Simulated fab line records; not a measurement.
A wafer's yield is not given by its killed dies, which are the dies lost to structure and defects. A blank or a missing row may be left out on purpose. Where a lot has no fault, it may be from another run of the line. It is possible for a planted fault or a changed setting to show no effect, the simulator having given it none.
fab line records ; flow n5-finfet ; part 2 of 2: steps 21 to 29 of 29
record: lots: 5; wafers: 15; last-day: 17
route steps=1938 shown BEOL_M5@1158
lots that met no fault: taken from a fault-free run of the same line
start-h: start of the lot's first displayed wafer, in hours after the record's first day ; wait-h: how many hours have passed since the lot's step before this one ; " identical to the entry in the row above ; L1.1+2: a single row standing in for several wafers ; - value missing, or start not given ; * or withheld: withheld ; < > ~ a bound
route shown NAME@n: NAME is a module with steps in the file, n the number in the route of the first one ; usual: average and standard deviation across the fault-free wafers ; same: alike in all rows ; chamber/n: place in a boat ; sites: readings site by site ; _std_site: the standard deviation of these ; _edge_site: mean of outer sites minus mean of inner sites ; radius-mm: how far each site lies from the wafer's centre ; mask NAME#n: copy n ; behind: tool/chamber where the wafer was last shaped ; hold: why the lot went on hold/how many hours it stayed there/how the hold came to an end ; device: transistor that didn't switch, given as n, p or np ; end of line: at the end of the route, the tests of the same wafers ; for a step that has no rows: nothing shown but its recipe ; killed: dies lost to structure and defects at the first sort, not the wafer's yield ; map: per-die view of a wafer (x killed, . not killed, _ where there is no die)
set.NAME: setting as actually run; set.NAME@STEP: the setting as run at that earlier step ; model.NAME: the simulator's own value behind a step, which no gauge read
certain route steps with their lots: each step a table, each wafer a row
services: when a tool's chamber went out of use (start-h, in hours from the record's first day, below 0 if earlier), for how many hours, and the reason
== steps ==
step: N5_BEOL_M5_ANNEAL_82
recipe: temp-c: 400; time-s: 1800; ambient: vacuum
usual: heater-power-w: 824/90
lot.wafer;tool;chamber;start-h;wait-h;heater-power-w
L074.1;pvd-sputter-01;-;196.26;0.0;823
L074.3;pvd-sputter-01;-;196.26;0.0;1042
L074.4;pvd-sputter-01;-;196.26;0.0;808
L081.1;pvd-sputter-02;-;226.06;0.0;741
L081.3;pvd-sputter-02;-;226.06;0.0;734
L081.4;pvd-sputter-02;-;226.06;0.0;875
L084.2;pvd-sputter-01;-;246.34;0.0;791
L084.4;pvd-sputter-01;-;246.34;0.0;862
L084.5;pvd-sputter-01;-;246.34;0.0;1062
L093.1;pvd-sputter-02;-;293.96;0.0;854
L093.3;pvd-sputter-02;-;293.96;0.0;828
L093.6;pvd-sputter-02;-;293.96;0.0;771
L094.1;pvd-sputter-03;-;308.57;0.0;875
L094.3;pvd-sputter-03;-;308.57;0.0;773
L094.5;pvd-sputter-03;-;308.57;0.0;739
step: N5_BEOL_M5_SPUTTER_83
recipe: material: Cu; target-thk-a: 150; temp-c: -20; chamber-pressure-pa: 0.07; power-w: withheld; time-s: 27.62
usual: substrate-temp-c: -20.01/0.11; throttle-valve-pct: 30.2/1
lot.wafer;tool;chamber;start-h;wait-h;substrate-temp-c;throttle-valve-pct
L074.1;pvd-sputter-01;-;197.27;0.5;-19.91;31.0
L074.3;pvd-sputter-01;-;197.27;0.5;-20.23;29.5
L074.4;pvd-sputter-01;-;197.27;0.5;-20.24;29.9
L081.1;pvd-sputter-02;-;227.07;0.5;-19.93;31.6
L081.3;pvd-sputter-02;-;227.07;0.5;-19.98;27.8
L081.4;pvd-sputter-02;-;227.07;0.5;-20.02;29.5
L084.2;pvd-sputter-01;-;247.35;0.5;-20.13;29.6
L084.4;pvd-sputter-01;-;247.35;0.5;-19.79;30.8
L084.5;pvd-sputter-01;-;247.35;0.5;-20.09;29.6
L093.1;pvd-sputter-02;-;294.97;0.5;-20.02;29.6
L093.3;pvd-sputter-02;-;294.97;0.5;-19.87;29.9
L093.6;pvd-sputter-02;-;294.97;0.5;-19.98;31.7
L094.1;pvd-sputter-03;-;309.71;0.6;-20.02;29.6
L094.3;pvd-sputter-03;-;309.71;0.6;-19.99;29.1
L094.5;pvd-sputter-03;-;309.71;0.6;-20.11;31.7
step: N5_BEOL_M5_ANNEAL_84
recipe: temp-c: 400; time-s: 1800; ambient: vacuum
usual: heater-power-w: 826/87
lot.wafer;tool;chamber;start-h;wait-h;heater-power-w
L074.1;pvd-sputter-01;-;197.35;0.0;859
L074.3;pvd-sputter-01;-;197.35;0.0;1050
L074.4;pvd-sputter-01;-;197.35;0.0;826
L081.1;pvd-sputter-02;-;227.15;0.0;763
L081.3;pvd-sputter-02;-;227.15;0.0;706
L081.4;pvd-sputter-02;-;227.15;0.0;844
L084.2;pvd-sputter-01;-;247.43;0.0;809
L084.4;pvd-sputter-01;-;247.43;0.0;849
L084.5;pvd-sputter-01;-;247.43;0.0;1009
L093.1;pvd-sputter-02;-;295.05;0.0;849
L093.3;pvd-sputter-02;-;295.05;0.0;835
L093.6;pvd-sputter-02;-;295.05;0.0;765
L094.1;pvd-sputter-03;-;309.80;0.0;877
L094.3;pvd-sputter-03;-;309.80;0.0;797
L094.5;pvd-sputter-03;-;309.80;0.0;740
step: N5_BEOL_M5_SPUTTER_88
recipe: material: Cu; target-thk-a: 150; temp-c: -20; chamber-pressure-pa: 0.07; power-w: withheld; time-s: 27.62
usual: substrate-temp-c: -19.99/0.11; throttle-valve-pct: 30.1/1.1
lot.wafer;tool;chamber;start-h;wait-h;substrate-temp-c;throttle-valve-pct
L074.1;pvd-sputter-01;-;198.35;0.5;-19.90;31.1
L074.3;pvd-sputter-01;-;198.35;0.5;-19.92;29.5
L074.4;pvd-sputter-01;-;198.35;0.5;-19.90;30.0
L081.1;pvd-sputter-02;-;228.16;0.5;-19.98;31.4
L081.3;pvd-sputter-02;-;228.16;0.5;-19.95;28.0
L081.4;pvd-sputter-02;-;228.16;0.5;-19.98;29.3
L084.2;pvd-sputter-01;-;248.44;0.5;-20.10;30.3
L084.4;pvd-sputter-01;-;248.44;0.5;-19.98;30.5
L084.5;pvd-sputter-01;-;248.44;0.5;-19.98;29.6
L093.1;pvd-sputter-02;-;296.06;0.5;-19.78;29.4
L093.3;pvd-sputter-02;-;296.06;0.5;-19.84;30.0
L093.6;pvd-sputter-02;-;296.06;0.5;-20.08;31.6
L094.1;pvd-sputter-03;-;310.93;0.6;-20.06;29.8
L094.3;pvd-sputter-03;-;310.93;0.6;-20.04;29.2
L094.5;pvd-sputter-03;-;310.93;0.6;-19.94;31.9
step: N5_BEOL_M5_ANNEAL_89
recipe: temp-c: 400; time-s: 1800; ambient: vacuum
usual: heater-power-w: 827/87
lot.wafer;tool;chamber;start-h;wait-h;heater-power-w
L074.1;pvd-sputter-01;-;198.43;0.0;855
L074.3;pvd-sputter-01;-;198.43;0.0;1030
L074.4;pvd-sputter-01;-;198.43;0.0;789
L081.1;pvd-sputter-02;-;228.24;0.0;753
L081.3;pvd-sputter-02;-;228.24;0.0;703
L081.4;pvd-sputter-02;-;228.24;0.0;871
L084.2;pvd-sputter-01;-;248.52;0.0;809
L084.4;pvd-sputter-01;-;248.52;0.0;853
L084.5;pvd-sputter-01;-;248.52;0.0;1033
L093.1;pvd-sputter-02;-;296.14;0.0;851
L093.3;pvd-sputter-02;-;296.14;0.0;836
L093.6;pvd-sputter-02;-;296.14;0.0;745
L094.1;pvd-sputter-03;-;311.02;0.0;880
L094.3;pvd-sputter-03;-;311.02;0.0;791
L094.5;pvd-sputter-03;-;311.02;0.0;749
step: N5_BEOL_M5_SPUTTER_90
recipe: material: Cu; target-thk-a: 45; temp-c: -20; chamber-pressure-pa: 0.07; power-w: withheld; time-s: 8.29
usual: substrate-temp-c: -20.00/0.099; throttle-valve-pct: 30.2/1
lot.wafer;tool;chamber;start-h;wait-h;substrate-temp-c;throttle-valve-pct
L074.1;pvd-sputter-01;-;199.44;0.5;-20.07;31.0
L074.3;pvd-sputter-01;-;199.44;0.5;-20.04;29.6
L074.4;pvd-sputter-01;-;199.44;0.5;-19.96;29.6
L081.1;pvd-sputter-02;-;229.24;0.5;-20.06;31.7
L081.3;pvd-sputter-02;-;229.24;0.5;-19.93;27.7
L081.4;pvd-sputter-02;-;229.24;0.5;-20.17;29.5
L084.2;pvd-sputter-01;-;249.52;0.5;-20.08;29.9
L084.4;pvd-sputter-01;-;249.52;0.5;-20.13;30.7
L084.5;pvd-sputter-01;-;249.52;0.5;-20.03;29.7
L093.1;pvd-sputter-02;-;297.14;0.5;-19.83;29.4
L093.3;pvd-sputter-02;-;297.14;0.5;-19.95;29.8
L093.6;pvd-sputter-02;-;297.14;0.5;-19.82;31.6
L094.1;pvd-sputter-03;-;312.15;0.6;-20.00;29.9
L094.3;pvd-sputter-03;-;312.15;0.6;-20.10;29.0
L094.5;pvd-sputter-03;-;312.15;0.6;-19.78;31.6
step: N5_BEOL_M5_ECD_50
recipe: material: Cu; target-thk-a: 3000
lot.wafer;tool;chamber;start-h;wait-h
L074.1+3+4;ecd-cu-01;0,0,1;199.56;0.1
L081.1+3+4;ecd-cu-02;0,1,0;229.36;0.1
L084.2+4+5;ecd-cu-01;1;249.64;0.1
L093.1+3+6;ecd-cu-01;1,0,1;297.26;0.1
L094.1+3+5;ecd-cu-01;1,0,0;312.28;0.1
step: N5_BEOL_M5_ANNEAL_51
recipe: temp-c: 225; time-s: 90; ambient: N2
usual: wafer_temp_C_max: 226.1/0.33
lot.wafer;tool;chamber;start-h;wait-h;wafer_temp_C_max
L074.1;rtp-anneal-02;0;199.64;0.1;226.0
L074.3;rtp-anneal-02;0;199.64;0.1;226.1
L074.4;rtp-anneal-02;0;199.64;0.1;226.1
L081.1;rtp-anneal-02;0;229.45;0.1;225.9
L081.3;rtp-anneal-02;0;229.45;0.1;225.9
L081.4;rtp-anneal-02;0;229.45;0.1;226.0
L084.2;rtp-anneal-01;0;249.77;0.1;226.3
L084.4;rtp-anneal-01;0;249.77;0.1;226.1
L084.5;rtp-anneal-01;0;249.77;0.1;225.8
L093.1;rtp-anneal-01;0;297.35;0.1;226.1
L093.3;rtp-anneal-01;0;297.35;0.1;226.0
L093.6;rtp-anneal-01;0;297.35;0.1;226.2
L094.1;rtp-anneal-01;0;312.36;0.1;226.4
L094.3;rtp-anneal-01;0;312.36;0.1;226.3
L094.5;rtp-anneal-01;0;312.36;0.1;226.6
step: N5_BEOL_M5_CMP_52
recipe: stop-on: SiCOH_lowk; t-overpolish-s: 6.9; down-force-psi: 1; platen-rpm: 50; clearing-platen-down-force-psi: 1.5; clearing-platen-rpm: 50; post-cmp-clean: cu-alkaline; target-thk-nm: 62; clearing-platen-pad-velocity-m-s: 0.99484; pad-velocity-m-s: 0.99484
usual: barrier-field-endpoint-s: 24.8/0.65; clearing-platen-down-force-psi: 1.500/0.0033; motor-current-A: 6.4/0.46; overpolish-run-s: 6.901/0.0094; slurry-filter-dp-kPa: 13.52/0.14; time-to-endpoint-s: 63/3.5
lot.wafer;tool;chamber;start-h;wait-h;barrier-field-endpoint-s;clearing-platen-down-force-psi;motor-current-A;overpolish-run-s;slurry-filter-dp-kPa;time-to-endpoint-s
L074.3;cmp-01;0;199.98;0.2;25.0;1.507;6.1;6.934;13.51;68
L074.4;cmp-01;1;199.98;0.2;25.1;1.495;6.9;6.903;13.53;67
L074.1;cmp-01;2;199.98;0.2;25.3;1.501;6.0;6.904;13.63;65
L081.1;cmp-03;0;229.78;0.3;25.5;1.498;5.7;6.896;13.38;70
L081.3;cmp-03;1;229.78;0.3;24.2;1.500;6.4;6.898;13.44;63
L081.4;cmp-03;2;229.78;0.3;25.1;1.500;5.9;6.892;13.43;66
L084.2;cmp-03;0;250.02;0.2;24.4;1.499;5.8;6.908;13.52;60
L084.4;cmp-03;1;250.02;0.2;25.1;1.498;6.9;6.919;13.60;60
L084.5;cmp-03;0;250.02;0.2;24.6;1.497;5.8;6.898;13.37;63
L093.3;cmp-02;2;297.68;0.2;25.0;1.499;7.3;6.889;13.46;63
L093.1;cmp-02;3;297.68;0.2;23.7;1.501;6.8;6.898;13.56;60
L093.6;cmp-02;1;297.68;0.2;24.9;1.502;6.3;6.896;13.37;63
L094.3;cmp-03;2;312.68;0.2;24.6;1.500;6.3;6.902;13.82;61
L094.1;cmp-03;1;312.68;0.2;24.4;1.500;6.3;6.925;13.64;58
L094.5;cmp-03;3;312.68;0.2;24.1;1.501;6.4;6.890;13.55;58
== services ==
tool;chamber;start-h;hours;kind
ald-metal-04;-;175.44;6.2;repair
ecd-cu-01;-;180.86;5.7;pm
cmp-02;-;183.85;5.1;pm
wet-bench-05;-;189.46;7.8;repair
cvd-co-01;0;201.83;16.8;repair
rie-diel-06;0;211.47;8.5;repair
cmp-03;-;211.73;4.0;pm
cvd-co-02;-;214.67;0.5;repair
cmp-02;-;220.59;2.2;repair
rie-diel-03;0;224.48;-;clean
uv-cure-03;-;226.46;5.7;repair
cmp-02;-;235.42;0.2;repair
cmp-02;-;237.66;1.6;repair
cmp-02;-;260.11;0.7;repair
cmp-02;-;266.84;2.7;repair
uv-cure-02;-;271.68;7.5;pm
rie-diel-03;-;272.06;0.8;repair
cmp-02;-;277.51;4.0;pm
ecd-cu-02;-;281.96;0.4;repair
uv-cure-03;-;291.28;22.2;pm
cmp-03;-;292.90;0.4;repair
ald-metal-04;1;303.24;2.4;repair
pvd-sputter-02;-;305.59;2.2;repair
cvd-co-02;1;308.23;5.1;repair
